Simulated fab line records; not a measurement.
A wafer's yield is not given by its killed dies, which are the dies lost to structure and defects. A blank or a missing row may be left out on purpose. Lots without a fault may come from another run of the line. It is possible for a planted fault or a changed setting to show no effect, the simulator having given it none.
fab line records	flow n5-finfet
record lots=12	wafers=36	last-day=17
route steps=1938 shown BEOL_M9@1461 MIM_TOP@1835 PASSIVATION@1931
lots that met no fault: from a run of the same line without faults
start-h: start of the lot's first displayed wafer, in hours after the record's first day	wait-h: time in hours since the lot's previous step	" as in the row above	L1.1+2: several wafers, shown together as one row	- no value present, or no start provided	* or withheld: withheld	< > ~ a bound
route shown NAME@n: a module of which the file shows steps, and the number in the route of the first	usual: the fault-free wafers' mean and standard deviation	same: alike in all rows	chamber/n: place in a boat	sites: each site's reading	_std_site: their standard deviation	_edge_site: mean of outer sites minus mean of inner sites	radius-mm: how far each site lies from the wafer's centre	mask NAME#n: copy n	behind: the last tool/chamber to shape the wafer	hold: cause of the lot's hold/its duration in hours/its outcome	device: the n, p or np transistor that did not switch	end of line: at the end of the route, the tests of the same wafers	a step given without rows: its recipe and nothing more	killed: dies lost to structure and defects at the first sort, not the wafer's yield	map: shows each die of a wafer: x if killed, . if not, _ if none is there
set.NAME: the setting the step ran with; set.NAME@STEP: the setting that earlier step ran with	model.NAME: the simulator's own value behind a step, which no gauge read
the route's steps for a sample of lots (tables are steps, rows are wafers)
services: from which hour (start-h, from the record's first day; less than 0 if before it) a tool's chamber was out of use, for how many hours, and why
## steps
# step N5_BEOL_M9_SPUTTER_48
# recipe material=Cu	target-thk-a=120	temp-c=-20	bias-v=60	power-w=26000	chamber-pressure-pa=0.13	time-s=2
# usual cathode-dc-power-W=26000/5.1	chuck-gas-flow-sccm=1.25/0.051	susceptor-temp-C=-20.02/0.11	throttle-valve-pct=29.6/0.73
lot.wafer	tool	chamber	start-h	wait-h	cathode-dc-power-W	chuck-gas-flow-sccm	susceptor-temp-C	throttle-valve-pct
L998.1	pvd-sputter-02	-	213.44	0.2	25995	1.19	-20.03	28.4
L998.2	"	-	"	"	25998	1.22	-20.19	29.7
L998.3	"	-	"	"	26004	1.29	-20.01	30.4
L999.2	pvd-sputter-02	-	221.18	0.1	25987	1.27	-19.88	29.9
L999.3	"	-	"	"	25999	1.18	-19.97	28.7
L999.6	"	-	"	"	26001	1.24	-19.94	29.5
L100.1	pvd-sputter-01	-	221.24	0.1	25990	1.27	-20.11	29.0
L100.3	"	-	"	"	25998	1.17	-20.15	28.8
L100.6	"	-	"	"	26002	1.32	-19.94	29.7
L101.1	pvd-sputter-01	-	228.38	0.1	26001	1.29	-19.98	28.8
L101.5	"	-	"	"	26007	1.32	-19.99	29.6
L101.6	"	-	"	"	26000	1.28	-19.99	29.1
L105.2	pvd-sputter-02	-	263.22	0.1	25997	1.19	-19.87	29.6
L105.3	"	-	"	"	25996	1.26	-20.07	28.6
L105.6	"	-	"	"	25993	1.16	-20.04	29.8
L108.2	pvd-sputter-02	-	271.09	0.1	26002	1.34	-19.94	30.5
L108.3	"	-	"	"	26000	1.23	-19.89	28.6
L108.6	"	-	"	"	25997	1.25	-20.12	30.3
L106.1	pvd-sputter-02	-	274.99	0.1	26006	1.14	-20.08	28.5
L106.4	"	-	"	"	26004	1.27	-20.08	29.9
L106.5	"	-	"	"	26002	1.32	-19.95	29.8
L109.1	pvd-sputter-01	-	291.07	0.2	25998	1.34	-19.99	29.6
L109.3	"	-	"	"	26010	1.22	-20.18	28.5
L109.4	"	-	"	"	25998	1.22	-20.10	29.7
L112.2	pvd-sputter-03	-	303.75	0.2	25994	1.37	-20.15	30.5
L112.5	"	-	"	"	26007	1.19	-20.15	30.4
L112.6	"	-	"	"	26000	1.15	-19.95	30.4
L113.2	pvd-sputter-02	-	312.39	0.2	26003	1.34	-20.04	29.5
L113.3	"	-	"	"	26003	1.18	-19.93	29.8
L113.5	"	-	"	"	26000	1.26	-19.88	28.3
L117.2	pvd-sputter-03	-	327.63	0.1	26002	1.31	-19.98	30.4
L117.4	"	-	"	"	26002	1.30	-19.98	29.4
L117.6	"	-	"	"	25997	1.29	-20.12	30.2
L120.2	pvd-sputter-01	-	345.57	0.1	25987	1.20	-20.11	28.6
L120.5	"	-	"	"	25999	1.26	-20.10	29.6
L120.6	"	-	"	"	25999	1.22	-20.12	29.1
# step N5_MIM_TOP_ALD_01
# recipe material=HfO2	target-thk-a=56	temp-c=withheld	ald-precursor-family=Hf-amide	ald-co-reactant=O3	pulse-time-s=1	purge-time-s=3	co-reactant-purge-time-s=2	co-reactant-pulse-time-s=3	ald-cycles=62
# usual precursor-pulse-height-rel=1.000/0.019
# same ald-cycles=62
lot.wafer	tool	chamber	start-h	wait-h	precursor-pulse-height-rel
L998.1	ald-hk-03	0	-	-	1.022
L998.2	"	1	"	"	1.022
L998.3	"	2	"	"	0.990
L999.2	ald-hk-03	3	-	-	1.005
L999.3	"	1	"	"	0.974
L999.6	"	1	"	"	1.002
L100.1	ald-hk-01	1	-	-	0.981
L100.3	"	2	"	"	0.991
L100.6	"	0	"	"	0.989
L101.1	ald-hk-01	0	-	-	1.019
L101.5	"	1	"	"	0.968
L101.6	"	2	"	"	0.998
L105.2	ald-hk-03	3	-	-	1.011
L105.3	"	1	"	"	1.005
L105.6	"	0	"	"	1.002
L108.2	ald-hk-02	1	-	-	0.981
L108.3	"	3	"	"	0.983
L108.6	"	0	"	"	1.004
L106.1	ald-hk-01	0	-	-	0.980
L106.4	"	3	"	"	1.011
L106.5	"	3	"	"	1.005
L109.1	ald-hk-02	0	-	-	0.998
L109.3	"	2	"	"	1.001
L109.4	"	3	"	"	1.001
L112.2	ald-hk-02	1	-	-	1.001
L112.5	"	2	"	"	0.993
L112.6	"	1	"	"	1.012
L113.2	ald-hk-03	2	-	-	0.970
L113.3	"	0	"	"	0.952
L113.5	"	3	"	"	0.987
L117.2	ald-hk-02	3	-	-	1.013
L117.4	"	2	"	"	1.003
L117.6	"	0	"	"	1.018
L120.2	ald-hk-03	3	-	-	0.995
L120.5	"	0	"	"	0.985
L120.6	"	3	"	"	1.041
# step N5_PASSIVATION_STRIP_48
# recipe chemistry=O2	power-w=600	temp-c=60	pressure-mtorr=30	rf-frequency-hz=6e+07	bias-power-w=0	overash-fraction=0.5	o2-flow-sccm=225
# usual chamber-pressure-mTorr=30.00/0.13	drypump-motor-current-A=5.6/0.31	oes-product-au=0.80/0.077	rf-vpp-V=3.8/2.7	showerhead-plenum-p-Torr=2.07/0.066	throttle-valve-pct=16.58/0.23
lot.wafer	tool	chamber	start-h	wait-h	chamber-pressure-mTorr	drypump-motor-current-A	oes-product-au	rf-hours-counter-h	rf-vpp-V	showerhead-plenum-p-Torr	throttle-valve-pct
L998.1	rie-diel-02	3	273.53	0.1	29.79	5.8	0.89	45	3.8	2.04	16.55
L998.2	"	0	"	"	29.98	5.7	0.71	244	1.6	1.95	16.82
L998.3	"	2	"	"	30.06	5.7	0.68	249	1.1	2.04	16.87
L999.2	rie-diel-06	1	274.98	0.1	30.08	5.4	0.84	66	2.3	2.12	16.64
L999.3	"	0	"	"	29.77	6.0	0.84	67	2.1	2.03	16.42
L999.6	"	0	"	"	30.06	6.0	0.82	-	3.1	2.03	16.39
L100.1	rie-diel-02	1	278.72	0.1	30.02	5.3	0.72	165	4.4	2.00	17.11
L100.3	"	3	"	"	30.23	5.7	0.87	47	3.0	2.05	16.62
L100.6	"	0	"	"	29.95	5.7	0.69	-	1.8	1.95	16.78
L101.1	rie-diel-03	1	283.51	0.1	29.97	5.2	0.76	156	5.1	2.04	16.84
L101.5	"	3	"	"	30.24	6.0	0.71	-	1.1	2.04	16.48
L101.6	"	0	"	"	29.91	5.1	0.92	-	4.5	2.15	16.23
L105.2	rie-diel-06	1	311.62	0.1	29.95	5.4	0.81	83	9.6	2.12	16.57
L105.3	"	3	"	"	29.82	5.9	1.00	1	3.9	2.24	16.46
L105.6	"	2	"	"	29.94	5.6	0.78	-	3.4	2.10	16.57
L108.2	rie-diel-02	0	323.87	0.1	30.02	5.7	0.95	1	7.1	2.21	16.26
L108.3	"	3	"	"	30.21	5.8	0.83	68	5.5	2.04	16.56
L108.6	"	0	"	"	29.90	5.7	0.99	-	4.7	2.21	16.32
L106.1	rie-diel-03	0	329.27	0.1	29.96	5.1	0.85	32	4.2	2.14	16.22
L106.4	"	3	"	"	29.83	5.9	0.70	219	8.9	2.03	16.54
L106.5	"	1	"	"	30.20	5.1	0.73	-	3.7	2.03	16.91
L109.1	rie-diel-02	1	344.11	0.1	30.13	5.2	0.72	190	2.5	2.00	17.16
L109.3	"	2	"	"	30.03	5.7	0.86	21	2.1	2.03	16.39
L109.4	"	3	"	"	29.83	5.8	0.80	75	8.5	2.04	16.74
L112.2	rie-diel-03	0	355.59	0.1	30.00	5.1	0.87	42	4.1	2.14	16.24
L112.5	"	3	"	"	30.15	6.0	0.68	-	0	2.03	16.59
L112.6	"	0	"	"	29.97	5.0	0.87	-	8.6	2.14	16.20
L113.2	rie-diel-02	1	359.97	0.1	29.97	5.2	0.71	197	4.1	1.99	17.14
L113.3	"	2	"	"	29.80	5.7	0.87	27	5.0	2.03	16.41
L113.5	"	3	"	"	30.06	5.8	0.83	-	0.8	2.03	16.62
L117.2	rie-diel-02	2	378.40	0.1	29.99	5.7	0.86	34	4.4	2.03	16.44
L117.4	"	3	"	"	29.95	5.7	0.82	88	0.5	2.03	16.58
L117.6	"	2	"	"	30.04	5.7	0.86	-	3.8	2.03	16.41
L120.2	rie-diel-03	0	404.26	0.1	29.88	5.1	0.82	59	2.1	2.13	16.33
L120.5	"	3	"	"	29.55	5.9	0.65	-	3.4	2.02	16.55
L120.6	"	0	"	"	30.07	5.1	0.84	-	0.5	2.14	16.33
# step N5_PASSIVATION_PROBE_49
# usual defect-limited-yield=91.4/1.4	killed_at_M0_to_M3=34/8.9	killed_at_M4_up=13/4.6	killed-at-contacts=12/5.5	killed-at-front-end=41/11	killed-at-other=3.1/2.9	killed-dies=102/16	killed-on-rim=13/4.2	killed-open=66/11	killed-short=34/7.6	sort_bin_4_leakage=0.01/0.14	sort_bin_5_function=5.1/0.89	sort_bin_6_memory=3.2/0.61	sort_bin_8_speed=0.02/0.12	sort-n-pass=1078/16
# same gross-dies=1180	killed-at-back-side=0
lot.wafer	tool	chamber	start-h	wait-h	defect-limited-yield[%]	killed_at_M0_to_M3	killed_at_M4_up	killed-at-contacts	killed-at-front-end	killed-at-other	killed-dies	killed-on-rim	killed-open	killed-short	sort_bin_4_leakage[%]	sort_bin_5_function[%]	sort_bin_6_memory[%]	sort_bin_8_speed[%]	sort-n-pass
L998.1	prober-01	-	276.02	0.0	91.2	30	15	9	48	2	104	7	72	30	0	5.8	3.1	0	1076
L998.2	prober-01	-	276.07	0.1	89.3	39	8	9	67	3	126	14	77	44	0	6.7	3.7	0	1054
L998.3	prober-01	-	276.12	0.1	91.9	26	8	9	50	2	95	14	59	36	0	5.3	2.4	0	1085
L105.2	prober-01	-	314.16	0.1	89.6	24	23	34	41	1	123	14	76	42	0	5.7	3.9	0	1057
L105.6	prober-01	-	314.36	0.3	91.3	28	10	16	44	5	103	13	69	32	0	4.6	3.9	0	1077
L108.2	prober-01	-	326.41	0.1	93.6	23	8	9	32	3	75	14	46	29	0	3.6	2.4	0	1105
L108.3	prober-01	-	326.46	0.1	91.1	33	20	6	45	1	105	10	63	41	0	5.3	3.0	0	1075
L108.6	prober-01	-	326.61	0.3	91.3	34	12	9	44	4	103	15	71	31	0	5.3	2.9	0	1077
L106.1	prober-02	-	332.69	0.0	84.3	38	81	21	43	2	185	32	75	35	0	8.3	4.5	0	995
L106.4	prober-02	-	332.84	0.2	89.5	37	16	15	53	3	124	16	94	27	0	6.1	4.2	0	1056
L106.5	prober-02	-	332.89	0.2	92.9	19	13	10	37	5	84	15	62	21	0	4.4	2.5	0	1096
L109.1	prober-01	-	346.62	0.0	90.0	41	20	19	34	4	118	22	82	36	0	5.6	3.7	0	1062
L109.3	prober-01	-	346.72	0.1	91.0	31	16	10	47	2	106	21	64	35	0	4.8	3.5	0	1074
L109.4	prober-01	-	346.77	0.2	91.2	27	13	13	47	4	104	14	64	40	0	5.3	3.3	0	1076
L112.2	prober-02	-	358.13	0.1	89.7	32	13	15	56	6	122	12	76	45	0	6.4	3.6	0	1058
L112.5	prober-02	-	358.28	0.2	89.9	33	15	8	56	7	119	15	76	42	0	5.9	3.9	0	1061
L112.6	prober-02	-	358.33	0.3	92.2	26	9	4	38	15	92	10	67	23	0	3.6	4.0	0	1088
L113.2	prober-02	-	362.51	0.1	92.7	28	14	13	29	2	86	17	54	24	1.61	4.0	2.5	0	1075
L113.3	prober-02	-	362.56	0.1	93.5	32	14	7	21	3	77	13	46	29	0	4.4	1.9	0	1103
L113.5	prober-02	-	362.66	0.2	86.0	33	92	7	31	2	165	35	67	24	0	7.7	3.7	0	1015
# killed by level:class
L998.1 STI_FIN_REVEAL:geometric-particle:open=22 BEOL_M0_SAQP:geometric-particle:short=9 FIN_SAQP:geometric-particle:open=6 MOL_CONTACT_COAG:geometric-particle:open=6 BEOL_M2:geometric-particle:open=6 FIN_SAQP:geometric-particle:short=4 DUMMY_GATE:geometric-particle:open=4 BEOL_M0_SAQP:geometric-particle:open=4
L998.2 BEOL_M0_SAQP:geometric-particle:open=17 FIN_SAQP:geometric-particle:open=15 STI_FIN_REVEAL:geometric-particle:open=13 FIN_SAQP:geometric-particle:short=12 MOL_CONTACT_COAG:geometric-particle:open=8 BEOL_M0_SAQP:geometric-particle:short=8 DUMMY_GATE:geometric-particle:open=5 BEOL_M1:geometric-particle:open=5
L998.3 STI_FIN_REVEAL:geometric-particle:open=16 FIN_SAQP:geometric-particle:short=14 MOL_CONTACT_COAG:geometric-particle:open=8 DUMMY_GATE:geometric-particle:open=6 BEOL_M0_SAQP:geometric-particle:short=6 BEOL_M0_SAQP:geometric-particle:open=5 STARTING-WAFER:geometric-particle:short=5 BEOL_M1:geometric-particle:open=4
L105.2 MOL_CONTACT_COAG:geometric-particle:open=29 FIN_SAQP:geometric-particle:short=11 STI_FIN_REVEAL:geometric-particle:open=7 BEOL_M4:geometric-particle:open=7 BEOL_M0_SAQP:geometric-particle:open=6 GATE_CUT:geometric-particle:short=5 MOL_CONTACT_COAG:geometric-particle:short=5 BEOL_M1:geometric-particle:short=5
L105.6 MOL_CONTACT_COAG:geometric-particle:open=12 STI_FIN_REVEAL:geometric-particle:open=9 FIN_SAQP:geometric-particle:open=7 BEOL_M3:geometric-particle:open=6 GATE_CUT:geometric-particle:open=5 BEOL_M2:geometric-particle:short=5 STI_FIN_REVEAL:geometric-particle:short=4 MOL_CONTACT_COAG:geometric-particle:short=4
L108.2 STI_FIN_REVEAL:geometric-particle:open=8 FIN_SAQP:geometric-particle:short=6 BEOL_M0_SAQP:geometric-particle:short=6 BEOL_M2:geometric-particle:open=6 MOL_CONTACT_COAG:geometric-particle:open=5 FIN_SAQP:geometric-particle:open=4 MOL_CONTACT_COAG:geometric-particle:short=4 BEOL_M2:geometric-particle:short=3
L108.3 FIN_SAQP:geometric-particle:short=10 BEOL_M2:geometric-particle:open=10 BEOL_M0_SAQP:geometric-particle:short=9 BEOL_M0_SAQP:geometric-particle:open=8 STI_FIN_REVEAL:geometric-particle:open=7 GATE_CUT:geometric-particle:short=7 BEOL_M4:geometric-particle:open=6 FIN_SAQP:geometric-particle:open=4
L108.6 STI_FIN_REVEAL:geometric-particle:open=16 FIN_SAQP:geometric-particle:open=9 MOL_CONTACT_COAG:geometric-particle:open=8 BEOL_M0_SAQP:geometric-particle:short=8 BEOL_M4:geometric-particle:open=7 BEOL_M0_SAQP:geometric-particle:open=6 FIN_SAQP:geometric-particle:short=4 BEOL_M0:geometric-particle:open=4
L106.1 BEOL_M9:unspecified=68 MOL_CONTACT_COAG:geometric-particle:open=19 BEOL_M0_SAQP:geometric-particle:short=10 BEOL_M3:geometric-particle:open=10 FIN_SAQP:geometric-particle:open=9 BEOL_M4:geometric-particle:open=8 FIN_SAQP:geometric-particle:short=7 HKMG_FIN:area-etch=7
L106.4 STI_FIN_REVEAL:geometric-particle:open=19 BEOL_M3:geometric-particle:open=16 FIN_SAQP:geometric-particle:open=15 MOL_CONTACT_COAG:geometric-particle:open=12 FIN_SAQP:geometric-particle:short=6 BEOL_M0_SAQP:geometric-particle:open=6 BEOL_M2:geometric-particle:open=5 BEOL_M5:geometric-particle:open=4
L106.5 FIN_SAQP:geometric-particle:short=10 MOL_CONTACT_COAG:geometric-particle:open=10 FIN_SAQP:geometric-particle:open=8 BEOL_M3:geometric-particle:open=7 STI_FIN_REVEAL:geometric-particle:open=5 DUMMY_GATE:geometric-particle:open=5 BEOL_M0_SAQP:geometric-particle:open=4 BEOL_M4:geometric-particle:open=4
L109.1 BEOL_M0_SAQP:geometric-particle:open=15 MOL_CONTACT_COAG:geometric-particle:open=11 BEOL_M4:geometric-particle:open=10 FIN_SAQP:geometric-particle:open=8 MOL_CONTACT_COAG:geometric-particle:short=8 BEOL_M3:geometric-particle:open=7 BEOL_M0_SAQP:geometric-particle:short=6 FIN_SAQP:geometric-particle:short=5
L109.3 FIN_SAQP:geometric-particle:open=11 STI_FIN_REVEAL:geometric-particle:open=11 BEOL_M0_SAQP:geometric-particle:short=11 MOL_CONTACT_COAG:geometric-particle:open=8 BEOL_M0_SAQP:geometric-particle:open=7 HKMG_FIN:area-etch=7 BEOL_M4:geometric-particle:open=6 STARTING-WAFER:geometric-particle:short=6
L109.4 FIN_SAQP:geometric-particle:short=17 FIN_SAQP:geometric-particle:open=15 MOL_CONTACT_COAG:geometric-particle:open=12 BEOL_M0_SAQP:geometric-particle:open=8 BEOL_M0:geometric-particle:open=7 STI_FIN_REVEAL:geometric-particle:open=6 BEOL_M0_SAQP:geometric-particle:short=5 BEOL_M4:geometric-particle:short=4
L112.2 STI_FIN_REVEAL:geometric-particle:open=15 MOL_CONTACT_COAG:geometric-particle:open=12 DUMMY_GATE:geometric-particle:open=11 BEOL_M0_SAQP:geometric-particle:open=11 BEOL_M0_SAQP:geometric-particle:short=8 FIN_SAQP:geometric-particle:short=6 BEOL_M4:geometric-particle:open=6 STI_FIN_REVEAL:geometric-particle:short=5
L112.5 STI_FIN_REVEAL:geometric-particle:open=16 DUMMY_GATE:geometric-particle:open=8 BEOL_M0_SAQP:geometric-particle:short=8 BEOL_M3:geometric-particle:open=8 FIN_SAQP:geometric-particle:open=7 BEOL_M4:geometric-particle:open=7 GATE_CUT:geometric-particle:short=6 MOL_CONTACT_COAG:geometric-particle:open=5
L112.6 STI_FIN_REVEAL:geometric-particle:open=8 DUMMY_GATE:geometric-particle:open=8 BEOL_M0_SAQP:geometric-particle:open=8 MIM_TOP_ETCH:geometric-particle:short=8 GATE_CUT:geometric-particle:open=7 STARTING-WAFER:geometric-particle:open=5 BEOL_M2:geometric-particle:open=4 GATE_CUT:geometric-particle:short=4
L113.2 MOL_CONTACT_COAG:geometric-particle:open=10 BEOL_M0_SAQP:geometric-particle:open=9 HKMG_FIN:area-etch=7 BEOL_M0_SAQP:geometric-particle:short=6 BEOL_M4:geometric-particle:open=6 BEOL_M1:geometric-particle:open=5 BEOL_M3:geometric-particle:open=4 STI_FIN_REVEAL:geometric-particle:open=3
L113.3 BEOL_M0_SAQP:geometric-particle:open=9 MOL_CONTACT_COAG:geometric-particle:open=7 BEOL_M0_SAQP:geometric-particle:short=7 BEOL_M4:geometric-particle:open=7 FIN_SAQP:geometric-particle:open=4 BEOL_M3:geometric-particle:open=4 FIN_SAQP:geometric-particle:short=3 BEOL_M1:geometric-particle:open=3
L113.5 BEOL_M9:unspecified=69 BEOL_M4:geometric-particle:open=15 BEOL_M1:geometric-particle:open=11 STI_FIN_REVEAL:geometric-particle:open=7 FIN_SAQP:geometric-particle:open=6 MOL_CONTACT_COAG:geometric-particle:open=6 BEOL_M0_SAQP:geometric-particle:short=6 BEOL_M3:geometric-particle:open=5
## services
tool	chamber	start-h	hours	kind
rie-diel-02	-	198.01	0.6	repair
rie-diel-02	1	204.08	6.8	repair
ald-hk-03	-	213.47	1.2	pm
rie-diel-02	-	223.96	2.3	repair
rie-diel-03	2	228.06	8.4	repair
rie-diel-06	2	235.93	8.0	repair
rie-diel-02	0	246.25	4.4	repair
rie-diel-06	3	253.06	2.6	repair
rie-diel-02	2	277.61	-	clean
rie-diel-02	2	277.61	-	consumable-replace:focus-ring
rie-diel-02	2	277.61	20.2	scheduled-down
rie-diel-02	2	277.61	20.2	vent-cycle
ald-hk-01	-	291.14	0.3	repair
ald-hk-02	-	294.52	0.8	repair
rie-diel-02	0	300.60	-	clean
rie-diel-02	0	300.60	-	consumable-replace:focus-ring
rie-diel-03	-	308.90	0.2	repair
rie-diel-06	3	322.17	1.7	repair
rie-diel-03	2	339.80	2.8	repair
pvd-sputter-01	-	366.77	2.1	repair
pvd-sputter-03	-	381.22	0.7	repair
rie-diel-02	0	382.58	4.9	repair
rie-diel-02	3	385.28	2.2	repair
rie-diel-03	-	401.02	0.7	repair
## key
first-sign step=N5_PASSIVATION_PROBE_49	reading=killed_at_M4_up	direction=up	sigmas=16	usual=13	struck=86
effect step=N5_PASSIVATION_PROBE_49	reading=killed-dies	direction=up	sigmas=4.6	usual=102	struck=175
more-kills-born-at N5_BEOL_M9_SPUTTER_48@pvd-sputter-02=137
met-at N5_BEOL_M9_SPUTTER_48
struck-lots L106,L113
struck-wafers L106.1,L113.5
not-acting-at N5_MIM_TOP_ALD_01,N5_PASSIVATION_STRIP_48
onset-between 271.09 274.99
fault kind=chamber-particle-source	tool=pvd-sputter-02	chamber=-	onset-h=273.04	steps=N5_BEOL_M9_SPUTTER_48	rate-per-visit-cm2=1.73	end-h=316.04	scope=struck-wafers-only
